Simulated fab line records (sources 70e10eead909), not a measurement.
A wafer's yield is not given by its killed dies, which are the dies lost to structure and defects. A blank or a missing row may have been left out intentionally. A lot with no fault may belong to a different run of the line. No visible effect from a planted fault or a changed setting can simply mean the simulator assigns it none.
Chamber matching | flow nand harc | NHARC_P_M1_DEP_33 on pecvd-02 has 3 sister chambers
The step deposits SiCN, target thk 30 nm. 3 wafers are shown with their chamber, then 12 later ones without.

## WAFERS PAIRED WITH THEIR CHAMBERS
wafer  | chamber | heater power w (W)
L087.3 | 2       | 521
L090.5 | 0       | 520
L090.6 | 1       | 557

## WAFERS MISSING THEIR CHAMBER
wafer  | heater power w (W)
L093.1 | 544
L093.2 | 463
L093.4 | 467
L092.2 | 543
L092.3 | 533
L092.5 | 537
L095.3 | 450
L095.5 | 505
L095.6 | 438
L097.3 | 510
L097.5 | 481
L097.6 | 503

## WHICH CHAMBER EACH ONE RAN IN
wafer  | from the rows above          | in truth
L093.1 | can't be placed: 1 or 2 or 0 | 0
L093.2 | can't be placed: 0 or 2 or 1 | 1
L093.4 | can't be placed: 0 or 2 or 1 | 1
L092.2 | can't be placed: 1 or 2 or 0 | 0
L092.3 | can't be placed: 2 or 0 or 1 | 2
L092.5 | can't be placed: 2 or 0 or 1 | 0
L095.3 | can't be placed: 0 or 2 or 1 | 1
L095.5 | can't be placed: 0 or 2 or 1 | 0
L095.6 | can't be placed: 0 or 2 or 1 | 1
L097.3 | can't be placed: 0 or 2 or 1 | 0
L097.5 | can't be placed: 0 or 2 or 1 | 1
L097.6 | can't be placed: 0 or 2 or 1 | 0
0 of 12 placed correctly. Unplaceable from these rows: 12, with the true chamber sitting among the candidates in 12. Wrongly placed: 0.
How it was worked out, from the rows above alone: a wafer's distance from a chamber is the root of the sum, over the readings, of the square of ((its reading less the chamber's mean) divided by the reading's scatter). The wafer belongs to the nearest chamber; if the next one is less than 2 further off, it can't be placed. A chamber's mean is the mean of its shown wafers. The scatter (one wafer shown for each chamber): square how far every hidden wafer sits from the nearest shown wafer, average those squares and take the square root.
